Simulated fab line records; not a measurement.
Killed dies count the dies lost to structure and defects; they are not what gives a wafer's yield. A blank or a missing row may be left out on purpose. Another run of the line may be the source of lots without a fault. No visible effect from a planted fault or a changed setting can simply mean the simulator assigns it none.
Chamber matching -- flow nand-harc -- NHARC_A_STAIRCASE_DESCUM_186 on rie-diel-11 has 4 sister chambers
The step chemistry O2, time 3 s. 22 wafers are shown with their chamber, then 11 later ones without.

WAFERS, EACH WITH ITS CHAMBER
wafer,chamber,showerhead-plenum-p-Torr (Torr),drypump-motor-current-A (A),oes-product-au (a.u.)
L075.2,3,1.80,6.6,1.004
L075.3,1,2.05,5.6,1.012
L075.5,2,2.07,6.1,0.980
L076.1,2,2.07,6.1,0.976
L076.3,1,2.05,5.6,1.009
L076.6,3,1.80,6.7,0.989
L076.2,3,1.80,6.7,0.984
L076.4,2,2.07,6.1,0.981
L076.5,1,2.05,5.7,1.001
L078.2,1,2.05,5.6,1.010
L078.3,3,1.80,6.6,0.999
L078.5,3,1.80,6.6,0.987
L078.1,2,2.07,6.1,0.974
L078.4,2,2.07,6.1,0.977
L078.6,1,2.05,5.7,1.018
L081.1,1,2.05,5.7,1.006
L081.2,0,1.82,5.7,0.998
L081.4,2,2.07,6.1,0.978
L088.2,0,1.81,5.7,1.006
L088.3,1,2.04,5.7,1.014
L088.6,0,1.81,5.8,0.994
L089.3,1,2.04,5.7,1.026

SIGNATURES, as means of the wafers listed above
reading,chamber 0,chamber 1,chamber 2,chamber 3,scatter within a chamber
showerhead-plenum-p-Torr,1.8133,2.0475,2.0700,1.8000,0.00347
drypump-motor-current-A,5.733,5.662,6.100,6.640,0.0456
oes-product-au,0.99933,1.01200,0.97767,0.99260,0.00668
Rule: a wafer lies at a distance from a chamber equal to the root of the sum of squares, over the readings, of (its reading less the chamber's mean, divided by the reading's scatter). If the next closest chamber is less than 2 further off than the closest, the wafer can't be placed; otherwise it belongs to the closest. How the scatter is found: for the shown wafers, subtract from each reading the mean of its chamber, square and add these, divide the total by (wafers less chambers), then take the root.

WAFERS WITHOUT THEIR CHAMBER
wafer,showerhead-plenum-p-Torr (Torr),drypump-motor-current-A (A),oes-product-au (a.u.)
L089.4,2.06,6.1,0.995
L089.6,2.04,5.7,1.021
L089.1,1.81,5.7,1.009
L089.2,1.79,6.6,1.005
L089.5,2.06,6.1,0.997
L095.2,2.05,6.1,1.004
L095.4,1.81,5.8,0.987
L095.5,2.04,5.6,1.026
L095.1,2.04,5.7,1.026
L095.3,1.79,6.6,1.005
L095.6,1.81,5.7,0.988

WHICH CHAMBER EACH WENT THROUGH
wafer,from the rows above,in truth
L089.4,2,2
L089.6,1,1
L089.1,0,0
L089.2,3,3
L089.5,2,2
L095.2,2,2
L095.4,0,0
L095.5,1,1
L095.1,1,1
L095.3,3,3
L095.6,0,0
Correctly placed: 11 of 11. Can't be placed from these rows: 0. Wrongly placed: 0.
